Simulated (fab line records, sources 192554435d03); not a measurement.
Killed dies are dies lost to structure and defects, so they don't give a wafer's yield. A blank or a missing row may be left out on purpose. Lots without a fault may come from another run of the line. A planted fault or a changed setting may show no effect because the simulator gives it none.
fab line records | flow n5_finfet
record lots=7 wafers=21
route steps=1938 shown BEOL_M7@1263 BEOL_M8@1368 BEOL_M9@1411 BEOL_M10@1488
start_h: hours from the record's first day to the start of the lot's first wafer shown | wait_h: hours since the lot's step before | " the same as in the row above | L1.1+2: a row that stands for several wafers | - no value, or no start given | * or withheld: withheld | < > ~ a bound
route shown NAME@n: a module of which the file shows steps, and the number in the route of the first | usual: mean/standard deviation of fault-free wafers | same: alike in all rows | chamber/n: place in a boat | sites: the reading at each site | _std_site: their standard deviation | _edge_site: outer sites' mean less inner sites' | radius_mm: how far each site lies from the wafer's centre | mask NAME#n: copy n | behind: the tool/chamber that last shaped the wafer | hold: why the lot was held/for how many hours/how that ended | device: the transistor (n, p or np) that didn't switch | end of line: the same wafers' tests at the end of the route | a step without rows: its recipe alone | killed: dies lost to structure and defects at the first sort, not the wafer's yield | map: a wafer's dies, x killed, . not, _ none there
set.NAME: the setting as run; set.NAME@STEP: as run at that earlier step | model.NAME: the simulator's own value behind a step, which no gauge read
lots whose settings were changed on purpose; a table a step, a row a wafer
## steps
# step N5_BEOL_M7_ILD_DEP_00
# recipe material=SiCOH_lowk target_thk_a=1797.5 temp_c=300 precursor=DEMS/porogen pressure_torr=5 rf_w=500 time_s=33.4
# columns lot.wafer tool chamber start_h wait_h set.time_s model.SiCOH_lowk_of_BEOL_M7_ILD_DEP_00.thk_nm
L074.1 pecvd-03 2 203.64 0.0 35.35 189.8
L074.2 " 0 " " 35.35 187.6
L074.6 " 0 " " 33.4 182.2
L076.1 pecvd-01 2 216.10 0.0 33.4 176.8
L076.2 " 0 " " 33.4 178.4
L076.3 " 1 " " 33.4 176.2
L082.1 pecvd-04 1 255.89 0.0 33.4 178.8
L082.4 " 1 " " 33.4 183
L082.6 " 2 " " 33.4 183.6
L087.4 pecvd-03 0 278.77 0.1 33.4 182.2
L087.5 " 1 " " 37.53 203.2
L087.6 " 2 " " 33.4 183.2
L089.1 pecvd-03 1 291.68 0.0 33.4 183.8
L089.2 " 2 " " 31.27 170.8
L089.4 " 0 " " 33.4 185.2
L094.1 pecvd-03 1 323.91 0.0 37.01 198.8
L094.3 " 2 " " 33.4 179.6
L094.5 " 0 " " 37.01 200.4
L095.2 pecvd-03 0 329.48 0.0 33.4 178.2
L095.4 " 0 " " 33.4 179.6
L095.6 " 2 " " 33.4 182
# step N5_BEOL_M7_CURE_74
# recipe temp_c=385 time_s=240 ambient=He/Ar material=SiCOH_lowk
# columns lot.wafer tool chamber start_h wait_h set.time_s@BEOL_M7_ILD_DEP_00 model.SiCOH_lowk_of_BEOL_M7_ILD_DEP_00.thk_nm
L074.1 uv_cure-01 2 203.74 0.1 35.35 163.8
L074.2 " 2 " " 35.35 162
L074.6 " 2 " " 33.4 157.2
L076.1 uv_cure-01 1 216.16 0.0 33.4 152.4
L076.2 " 1 " " 33.4 154
L076.3 " 1 " " 33.4 152
L082.1 uv_cure-01 0 255.96 0.0 33.4 154.2
L082.4 " 0 " " 33.4 158
L082.6 " 0 " " 33.4 158.2
L087.4 uv_cure-02 0 279.05 0.3 33.4 157
L087.5 " 0 " " 37.53 175.4
L087.6 " 0 " " 33.4 158
L089.1 uv_cure-01 2 291.74 0.0 33.4 158.6
L089.2 " 2 " " 31.27 147.2
L089.4 " 2 " " 33.4 159.8
L094.1 uv_cure-01 0 324.04 0.1 37.01 171.6
L094.3 " 0 " " 33.4 155
L094.5 " 0 " " 37.01 173
L095.2 uv_cure-02 0 329.70 0.2 33.4 153.6
L095.4 " 0 " " 33.4 155
L095.6 " 0 " " 33.4 156.8
# step N5_BEOL_M7_THK_MEAS_01
# recipe reads=SiCOH_lowk_of_BEOL_M7_ILD_DEP_00
# usual M7_ILD_THK=155.1/2.1
# columns lot.wafer tool chamber start_h wait_h set.time_s@BEOL_M7_ILD_DEP_00 M7_ILD_THK[nm]
L074.1 film_metro-01 - 204.73 0.8 35.35 163.9
L074.2 " - " " 35.35 161.9
L074.6 " - " " 33.4 157.1
L076.1 film_metro-02 - 217.16 0.8 33.4 152.4
L076.2 " - " " 33.4 153.9
L076.3 " - " " 33.4 152.0
L082.1 film_metro-01 - 256.47 0.4 33.4 154.0
L082.4 " - " " 33.4 157.9
L082.6 " - " " 33.4 158.4
L087.4 film_metro-02 - 279.33 0.2 33.4 157.0
L087.5 " - " " 37.53 175.5
L087.6 " - " " 33.4 158.0
L089.1 film_metro-01 - 292.73 0.8 33.4 158.5
L089.2 " - " " 31.27 147.1
L089.4 " - " " 33.4 159.7
L094.1 film_metro-01 - 324.57 0.4 37.01 171.6
L094.3 " - " " 33.4 155.0
L094.5 " - " " 37.01 172.9
L095.2 film_metro-02 - 330.54 0.7 33.4 153.5
L095.4 " - " " 33.4 154.9
L095.6 " - " " 33.4 156.7
# step N5_BEOL_M7_PECVD_70
# recipe material=SiO2 target_thk_a=200 temp_c=400 precursor=TEOS/O2 pressure_torr=5.5 rf_w=450 teos_flow_sccm=53.8 gas=O2 flow_sccm=3000 time_s=22.7
# columns lot.wafer tool chamber start_h wait_h set.temp_c model.SiO2_of_BEOL_M7_PECVD_70.thk_nm
L074.1 pecvd-04 0 204.76 0.0 391.5 20.6
L074.2 " 1 " " 400 19.6
L074.6 " 1 " " 400 19.8
L076.1+2 pecvd-04 1,0 217.19 0.0 400 19.6
L076.3 " 0 " " 400 19.8
L082.1 pecvd-03 0 256.51 0.0 400 19.8
L082.4 " 2 " " 400 20
L082.6 " 1 " " 400 20.4
L087.4 pecvd-03 2 279.38 0.1 385.3 22
L087.5 " 1 " " 385.3 22.4
L087.6 " 0 " " 400 20.2
L089.1 pecvd-04 1 292.77 0.0 400 19.6
L089.2 " 0 " " 394.3 20.6
L089.4 " 2 " " 394.3 21
L094.1 pecvd-01 2 324.60 0.0 400 19.6
L094.3 " 0 " " 400 20
L094.5 " 2 " " 411.6 18.6
L095.2 pecvd-01 2 330.57 0.0 389.6 21.6
L095.4 " 1 " " 389.6 22
L095.6 " 0 " " 400 20
# step N5_BEOL_M7_TRENCH_ETCH_37
# recipe chemistry=C4F6/O2 target_depth_a=934.78 target=SiCOH_lowk time_s=31.2 ion_energy_ev=250 pressure_mtorr=30 source_w=345 bias_w=185 Ar_flow_sccm=300 C4F6_flow_sccm=10 O2_flow_sccm=10
# usual rf_vpp_V=668/6.1
# columns lot.wafer tool chamber start_h wait_h set.source_w rf_vpp_V
L074.1 rie_diel-03 1 - - 345 671
L074.2 " 0 " " 345 672
L074.6 " 2 " " 345 679
L076.1 rie_diel-03 3 - - 345 669
L076.2 " 2 " " 376.6 649
L076.3 " 1 " " 376.6 642
L082.1 rie_diel-04 1 - - 345 664
L082.4 " 0 " " 345 655
L082.6 " 2 " " 345 667
L087.4 rie_diel-04 2 - - 345 666
L087.5 " 0 " " 373.6 630
L087.6 " 1 " " 373.6 636
L089.1 rie_diel-04 2 - - 319.3 694
L089.2 " 0 " " 319.3 681
L089.4 " 3 " " 345 662
L094.1 rie_diel-03 1 - - 364.6 653
L094.3 " 0 " " 345 672
L094.5 " 0 " " 364.6 651
L095.2 rie_diel-06 2 - - 288.8 727
L095.4 " 2 " " 345 662
L095.6 " 3 " " 345 673
# step N5_BEOL_M7_ETCH_41
# recipe chemistry=CH3F/O2 target=SiCN target_depth_a=319 taper_deg=2 time_s=57.8 ion_energy_ev=120 mask_material=TiN pressure_mtorr=30 source_w=395 bias_w=75 Ar_flow_sccm=150 CH3F_flow_sccm=30 O2_flow_sccm=20
# usual rf_vpp_V=297.3/1.6
# columns lot.wafer tool chamber start_h wait_h set.bias_w rf_vpp_V
L074.1 rie_diel-03 1 - - 70.35 283.2
L074.2 " 0 " " 75 298.6
L074.6 " 2 " " 70.35 286.7
L076.1 rie_diel-03 3 - - 75 297.1
L076.2 " 2 " " 75 297.9
L076.3 " 1 " " 75 295.7
L082.1 rie_diel-04 1 - - 75 298.8
L082.4 " 0 " " 75 295.1
L082.6 " 2 " " 75 297.9
L087.4 rie_diel-04 2 - - 63.95 269.6
L087.5 " 0 " " 63.95 267.3
L087.6 " 1 " " 75 299.6
L089.1 rie_diel-04 2 - - 75 298.7
L089.2 " 0 " " 75 294.7
L089.4 " 3 " " 75 300.1
L094.1 rie_diel-03 1 - - 66.34 273.8
L094.3 " 0 " " 66.34 276.0
L094.5 " 0 " " 66.34 276.2
L095.2 rie_diel-06 2 - - 75 295.3
L095.4 " 2 " " 83.85 317.5
L095.6 " 3 " " 75 293.6
# step N5_BEOL_M8_DESCUM_33
# recipe chemistry=O2 time_s=7 source_power_w=50 bias_power_w=20 pressure_mtorr=20 rf_frequency_hz=2.712e+07 temp_c=40 resist=CAR-EUV o2_flow_sccm=225
# columns lot.wafer tool chamber start_h wait_h set.time_s model.CAR-EUV_of_BEOL_M8_COAT_22.thk_nm
L074.1+2+6 rie_diel-05 1,2,1 217.61 0.2 7 26
L076.1 rie_diel-01 1 228.87 0.2 7 26.2
L076.2+3 " 0,3 " " 7 26
L082.1+4+6 rie_diel-05 0,3,0 273.22 0.0 7 26
L087.4+6 rie_diel-01 0,1 293.27 0.2 7.463 25.8
L087.5 " 2 " " 7 26
L089.1 rie_diel-02 2 301.19 0.0 7.494 25.8
L089.2 " 1 " " 7 26.2
L089.4 " 0 " " 7 26
L094.1 rie_diel-02 0 338.55 0.0 5.863 26.8
L094.3 " 1 " " 7 26.4
L094.5 " 2 " " 7 26.2
L095.2+6 rie_diel-05 0,1 346.55 0.2 7.963 25.8
L095.4 " 1 " " 7 26.2
# step N5_BEOL_M8_ETCH_72
# recipe chemistry=N2/H2 target=underlayer target_depth_a=65 mask_material=CAR-EUV time_s=5.2 ion_energy_ev=200 pressure_mtorr=30 source_w=840 bias_w=150 n2_flow_sccm=200 h2_flow_sccm=200 ends=cleared
# columns lot.wafer tool chamber start_h wait_h set.time_s@BEOL_M8_DESCUM_33 model.CAR-EUV_of_BEOL_M8_COAT_22.thk_nm
L074.1+2+6 rie_diel-05 1,2,1 217.64 0.0 7 20.2
L076.1+2+3 rie_diel-01 1,0,3 228.91 0.0 7 20.4
L082.1+6 rie_diel-05 0 273.25 0.0 7 20.4
L082.4 " 3 " " 7 20.2
L087.4 rie_diel-01 0 293.31 0.0 7.463 20.2
L087.5 " 2 " " 7 20.4
L087.6 " 1 " " 7.463 20
L089.1 rie_diel-02 2 301.23 0.0 7.494 20
L089.2+4 " 1,0 " " 7 20.4
L094.1 rie_diel-02 0 338.59 0.0 5.863 21
L094.3 " 1 " " 7 20.6
L094.5 " 2 " " 7 20.4
L095.2+6 rie_diel-05 0,1 346.58 0.0 7.963 20.2
L095.4 " 1 " " 7 20.6
# step N5_BEOL_M8_ETCH_65
# recipe chemistry=CF4 target=SiARC target_depth_a=156 mask_material=CAR-EUV time_s=26 ion_energy_ev=80 pressure_mtorr=40 source_w=545 bias_w=36 Ar_flow_sccm=100 cf4_flow_sccm=100 ends=cleared
# columns lot.wafer tool chamber start_h wait_h set.time_s@BEOL_M8_DESCUM_33 model.CAR-EUV_of_BEOL_M8_COAT_22.thk_nm
L074.1+2+6 rie_diel-05 1,2,1 217.66 0.0 7 11
L076.1+2+3 rie_diel-01 1,0,3 228.92 0.0 7 11.2
L082.1+4+6 rie_diel-05 0,3,0 273.27 0.0 7 11.2
L087.4 rie_diel-01 0 293.32 0.0 7.463 11
L087.5 " 2 " " 7 11.2
L087.6 " 1 " " 7.463 10.8
L089.1 rie_diel-02 2 301.25 0.0 7.494 10.8
L089.2 " 1 " " 7 11.2
L089.4 " 0 " " 7 11
L094.1 rie_diel-02 0 338.60 0.0 5.863 11.8
L094.3 " 1 " " 7 11.4
L094.5 " 2 " " 7 11.2
L095.2+6 rie_diel-05 0,1 346.60 0.0 7.963 10.8
L095.4 " 1 " " 7 11.2
# step N5_BEOL_M9_EXPOSE_08
# recipe mask_id=M9 na=1.35 source_shape=dipole sigma_inner=0.411 sigma_outer=0.611 polarization=te dose_mj=53.75
# columns lot.wafer tool chamber start_h wait_h mask set.dose_mj
L074.1+2 arfi_scanner-03 0 226.55 - M9#0 56.62
L074.6 " 0 " " M9#0 53.75
L076.1+2+3 arfi_scanner-01 0 235.63 - M9#0 53.75
L082.1+4+6 arfi_scanner-02 0 277.52 - M9#0 53.75
L087.4+5 arfi_scanner-01 0 298.92 - M9#0 53.75
L087.6 " 0 " " M9#0 55.41
L089.1+2+4 arfi_scanner-02 0 306.99 - M9#0 53.75
L094.1+3 arfi_scanner-01 0 344.40 - M9#0 53.75
L094.5 " 0 " " M9#0 50.91
L095.2+4+6 arfi_scanner-01 0 351.94 - M9#0 53.75
# step N5_BEOL_M9_PEB_09
# recipe peb_temp_c=withheld peb_time_s=60 resist=CAR-ArF
# step N5_BEOL_M9_DEVELOP_10
# recipe develop_time_s=30 developer=TMAH resist=CAR-ArF rinse_liquid=diw dry=air_spin dev_temp_c=23
# step N5_BEOL_M9_CD_MEAS_11
# recipe target_cd_nm=64.1 landing_energy_ev=500 detector=se_inlens polarity=opening
# usual cd_nm=64.2/0.43
# columns lot.wafer tool chamber start_h wait_h set.dose_mj@BEOL_M9_EXPOSE_08 cd_nm
L074.1 cd_sem-02 0 226.67 - 56.62 66.6
L074.2 " 0 " " 56.62 67.2
L074.6 " 0 " " 53.75 64.1
L076.1 cd_sem-01 0 235.76 - 53.75 64.4
L076.2 " 0 " " 53.75 64.3
L076.3 " 0 " " 53.75 64.4
L082.1 cd_sem-01 0 277.65 - 53.75 63.9
L082.4 " 0 " " 53.75 64.1
L082.6 " 0 " " 53.75 64.2
L087.4 cd_sem-03 0 299.03 - 53.75 64.0
L087.5 " 0 " " 53.75 63.3
L087.6 " 0 " " 55.41 64.8
L089.1 cd_sem-02 0 307.12 - 53.75 64.9
L089.2 " 0 " " 53.75 65.1
L089.4 " 0 " " 53.75 64.7
L094.1 cd_sem-02 0 344.53 - 53.75 64.4
L094.3 " 0 " " 53.75 64.5
L094.5 " 0 " " 50.91 61.9
L095.2 cd_sem-02 0 352.07 - 53.75 64.6
L095.4 " 0 " " 53.75 64.1
L095.6 " 0 " " 53.75 64.7
# step N5_BEOL_M9_DESCUM_16
# recipe chemistry=O2 time_s=7.9 source_power_w=50 bias_power_w=20 pressure_mtorr=20 rf_frequency_hz=2.712e+07 temp_c=40 resist=CAR-ArF o2_flow_sccm=225
# step N5_BEOL_M9_ETCH_61
# recipe chemistry=CF4 target=SiARC target_depth_a=390 mask_material=CAR-ArF time_s=65 ion_energy_ev=80 pressure_mtorr=40 source_w=545 bias_w=36 Ar_flow_sccm=100 cf4_flow_sccm=100 ends=cleared
# columns lot.wafer tool chamber start_h wait_h set.dose_mj@BEOL_M9_EXPOSE_08 model.BEOL_M9.cd_offset_nm
L074.1+2 rie_diel-04 3,1 226.80 0.0 56.62 3
L074.6 " 0 " " 53.75 0
L076.1 rie_diel-03 3 236.24 0.0 53.75 0.4
L076.2+3 " 2,1 " " 53.75 0.6
L082.1+4 rie_diel-03 2,1 277.77 0.0 53.75 0
L082.6 " 0 " " 53.75 0.2
L087.4+5 rie_diel-04 0,2 299.15 0.0 53.75 -0.4
L087.6 " 3 " " 55.41 0.8
L089.1+4 rie_diel-06 1,2 307.24 0.0 53.75 0.4
L089.2 " 0 " " 53.75 0.6
L094.1+3 rie_diel-03 1,2 344.65 0.0 53.75 0.4
L094.5 " 1 " " 50.91 -2
L095.2+6 rie_diel-04 3,1 352.19 0.0 53.75 0.6
L095.4 " 2 " " 53.75 0.4
# step N5_BEOL_M9_ETCH_62
# recipe chemistry=N2/H2 target=SOC target_depth_a=1100 overetch_a=220 mask_material=SiARC temp_c=40 time_s=165 ion_energy_ev=200 pressure_mtorr=30 source_w=840 bias_w=150 n2_flow_sccm=200 h2_flow_sccm=200
# columns lot.wafer tool chamber start_h wait_h set.dose_mj@BEOL_M9_EXPOSE_08 model.BEOL_M9.cd_offset_nm
L074.1+2 rie_diel-04 3,1 226.85 0.0 56.62 2.8
L074.6 " 0 " " 53.75 0.2
L076.1+2+3 rie_diel-03 3,2,1 236.29 0.0 53.75 0.4
L082.1 rie_diel-03 2 277.82 0.0 53.75 0
L082.4 " 1 " " 53.75 0.2
L082.6 " 0 " " 53.75 0.4
L087.4 rie_diel-04 0 299.20 0.0 53.75 -0.6
L087.5 " 2 " " 53.75 -0.4
L087.6 " 3 " " 55.41 0.6
L089.1+2+4 rie_diel-06 1,0,2 307.29 0.0 53.75 0.4
L094.1 rie_diel-03 1 344.70 0.0 53.75 0.2
L094.3 " 2 " " 53.75 0.4
L094.5 " 1 " " 50.91 -2.4
L095.2 rie_diel-04 3 352.24 0.0 53.75 0.8
L095.4 " 2 " " 53.75 0.4
L095.6 " 1 " " 53.75 0.6
# step N5_BEOL_M9_STRIP_19
# recipe chemistry=O2 power_w=400 temp_c=40 pressure_mtorr=30 rf_frequency_hz=6e+07 bias_power_w=0 overash_fraction=0.2 o2_flow_sccm=225
# columns lot.wafer tool chamber start_h wait_h set.power_w
L074.1 rie_diel-04 0 227.15 0.1 400
L074.2+6 " 2,0 " " 364.2
L076.1+2 rie_diel-03 3,2 236.68 0.2 356.5
L076.3 " 1 " " 400
L082.1+4+6 rie_diel-03 0,2,1 278.12 0.1 400
L087.4 rie_diel-06 1 299.50 0.1 348.4
L087.5+6 " 0,3 " " 400
L089.1+4 rie_diel-06 1,2 307.68 0.2 400
L089.2 " 0 " " 361.8
L094.1+3 rie_diel-04 1,0 345.00 0.1 400
L094.5 " 2 " " 369.6
L095.2+4+6 rie_diel-06 0,0,2 352.77 0.3 400
# step N5_BEOL_M9_CD_MEAS_18
# recipe pitch_nm=140 target_cd_nm=70
# usual cd_nm=70.1/0.53
# columns lot.wafer tool chamber start_h wait_h set.dose_mj@BEOL_M9_EXPOSE_08 cd_nm
L074.1 cd_sem-01 - 227.22 0.0 56.62 73.3
L074.2 " - " " 56.62 72.8
L074.6 " - " " 53.75 70.3
L076.1 cd_sem-02 - 236.75 0.0 53.75 70.1
L076.2 " - " " 53.75 70.1
L076.3 " - " " 53.75 70.6
L082.1 cd_sem-02 - 278.19 0.0 53.75 69.9
L082.4 " - " " 53.75 69.8
L082.6 " - " " 53.75 70.6
L087.4 cd_sem-03 - 299.58 0.1 53.75 69.7
L087.5 " - " " 53.75 69.6
L087.6 " - " " 55.41 70.6
L089.1 cd_sem-02 - 307.75 0.0 53.75 70.3
L089.2 " - " " 53.75 70.1
L089.4 " - " " 53.75 70.2
L094.1 cd_sem-02 - 345.07 0.0 53.75 70.2
L094.3 " - " " 53.75 70.4
L094.5 " - " " 50.91 67.8
L095.2 cd_sem-03 - 352.84 0.1 53.75 70.7
L095.4 " - " " 53.75 70.7
L095.6 " - " " 53.75 70.9
# step N5_BEOL_M9_COAT_63
# recipe resist=SOC temp_c=250 time_s=60 spin_rpm=1500 resist_thk_nm=60
# step N5_BEOL_M9_COAT_64
# recipe resist=SiARC temp_c=220 time_s=60 spin_rpm=1500 resist_thk_nm=12
# step N5_BEOL_M9_PRECLEAN_42
# recipe chemistry=residue_remover time_s=60 temp_c=40
# step N5_BEOL_M9_SRD_43
# recipe time_s=30 temp_c=23 rinse_liquid=diw dry=ipa_marangoni
# step N5_BEOL_M9_CD_MEAS_35
# recipe target_cd_nm=70 target_cd_y_nm=40 polarity=opening
# usual cd_nm=70.1/0.52
# columns lot.wafer tool chamber start_h wait_h set.dose_mj@BEOL_M9_EXPOSE_08 cd_nm
L074.1 cd_sem-01 - 228.80 0.0 56.62 73.1
L074.2 " - " " 56.62 72.7
L074.6 " - " " 53.75 70.2
L076.1 cd_sem-01 - 240.78 0.0 53.75 70.0
L076.2 " - " " 53.75 70.3
L076.3 " - " " 53.75 70.4
L082.1 cd_sem-03 - 282.20 0.0 53.75 69.7
L082.4 " - " " 53.75 70.3
L082.6 " - " " 53.75 70.2
L087.4 cd_sem-02 - 302.18 0.0 53.75 69.4
L087.5 " - " " 53.75 69.5
L087.6 " - " " 55.41 71.2
L089.1 cd_sem-01 - 308.78 0.0 53.75 70.5
L089.2 " - " " 53.75 70.3
L089.4 " - " " 53.75 69.9
L094.1 cd_sem-01 - 346.97 0.0 53.75 70.3
L094.3 " - " " 53.75 70.3
L094.5 " - " " 50.91 67.6
L095.2 cd_sem-01 - 354.02 0.0 53.75 70.7
L095.4 " - " " 53.75 71.1
L095.6 " - " " 53.75 70.5
# step N5_BEOL_M10_ETCH_62
# recipe chemistry=N2/H2 target=SOC target_depth_a=1100 overetch_a=220 mask_material=SiARC temp_c=40 time_s=165 ion_energy_ev=200 pressure_mtorr=30 source_w=840 bias_w=150 n2_flow_sccm=200 h2_flow_sccm=200
# columns lot.wafer tool chamber start_h wait_h set.time_s model.SiARC_of_BEOL_M10_COAT_60.thk_nm
L074.1 rie_diel-05 0 234.22 0.0 165 23.6
L074.2+6 " 3 " " 165 23.4
L076.1+2 rie_diel-02 0,3 245.38 0.0 151.5 24
L076.3 " 2 " " 165 23.4
L082.1 rie_diel-01 2 286.86 0.0 165 23.6
L082.4+6 " 1,0 " " 165 23.4
L087.4+5 rie_diel-05 3,2 307.48 0.0 179.8 23
L087.6 " 3 " " 165 23.6
L089.1+2 rie_diel-01 3,1 316.28 0.0 165 23.6
L089.4 " 0 " " 165 23.8
L094.1+5 rie_diel-02 2,3 352.33 0.0 143.8 24.4
L094.3 " 3 " " 165 23.4
L095.2 rie_diel-02 1 359.11 0.0 165 23.6
L095.4 " 0 " " 165 23.4
L095.6 " 0 " " 165 23.2
## key
split step=N5_BEOL_M7_ILD_DEP_00 setting=time_s stated=33.4 by=wafer
response step=N5_BEOL_M7_ILD_DEP_00 reading=model.SiCOH_lowk_of_BEOL_M7_ILD_DEP_00.thk_nm change=+1.73 per=1% r=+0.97
response step=N5_BEOL_M7_CURE_74 reading=model.SiCOH_lowk_of_BEOL_M7_ILD_DEP_00.thk_nm change=+1.5 per=1% r=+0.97
response step=N5_BEOL_M7_THK_MEAS_01 reading=M7_ILD_THK change=+1.51 per=1% r=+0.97
split step=N5_BEOL_M7_PECVD_70 setting=temp_c stated=400 by=wafer
response step=N5_BEOL_M7_PECVD_70 reading=model.SiO2_of_BEOL_M7_PECVD_70.thk_nm change=-0.543 per=1% r=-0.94
split step=N5_BEOL_M7_TRENCH_ETCH_37 setting=source_w stated=345 by=wafer
response step=N5_BEOL_M7_TRENCH_ETCH_37 reading=rf_vpp_V change=-3.46 per=1% r=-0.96
split step=N5_BEOL_M7_ETCH_41 setting=bias_w stated=75 by=wafer
response step=N5_BEOL_M7_ETCH_41 reading=rf_vpp_V change=+2.06 per=1% r=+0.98
split step=N5_BEOL_M8_DESCUM_33 setting=time_s stated=7 by=wafer
response step=N5_BEOL_M8_DESCUM_33 reading=model.CAR-EUV_of_BEOL_M8_COAT_22.thk_nm change=-0.0312 per=1% r=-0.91
response step=N5_BEOL_M8_ETCH_72 reading=model.CAR-EUV_of_BEOL_M8_COAT_22.thk_nm change=-0.0337 per=1% r=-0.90
response step=N5_BEOL_M8_ETCH_65 reading=model.CAR-EUV_of_BEOL_M8_COAT_22.thk_nm change=-0.0324 per=1% r=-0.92
split step=N5_BEOL_M9_EXPOSE_08 setting=dose_mj stated=53.75 by=wafer
response step=N5_BEOL_M9_CD_MEAS_11 reading=cd_nm change=+0.48 per=1% r=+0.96
response step=N5_BEOL_M9_ETCH_61 reading=model.BEOL_M9.cd_offset_nm change=+0.491 per=1% r=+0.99
response step=N5_BEOL_M9_ETCH_62 reading=model.BEOL_M9.cd_offset_nm change=+0.478 per=1% r=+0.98
response step=N5_BEOL_M9_CD_MEAS_18 reading=cd_nm change=+0.467 per=1% r=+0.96
response step=N5_BEOL_M9_CD_MEAS_35 reading=cd_nm change=+0.518 per=1% r=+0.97
split step=N5_BEOL_M9_STRIP_19 setting=power_w stated=400 by=wafer
response none clear
split step=N5_BEOL_M10_ETCH_62 setting=time_s stated=165 by=wafer
response step=N5_BEOL_M10_ETCH_62 reading=model.SiARC_of_BEOL_M10_COAT_60.thk_nm change=-0.0741 per=1% r=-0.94
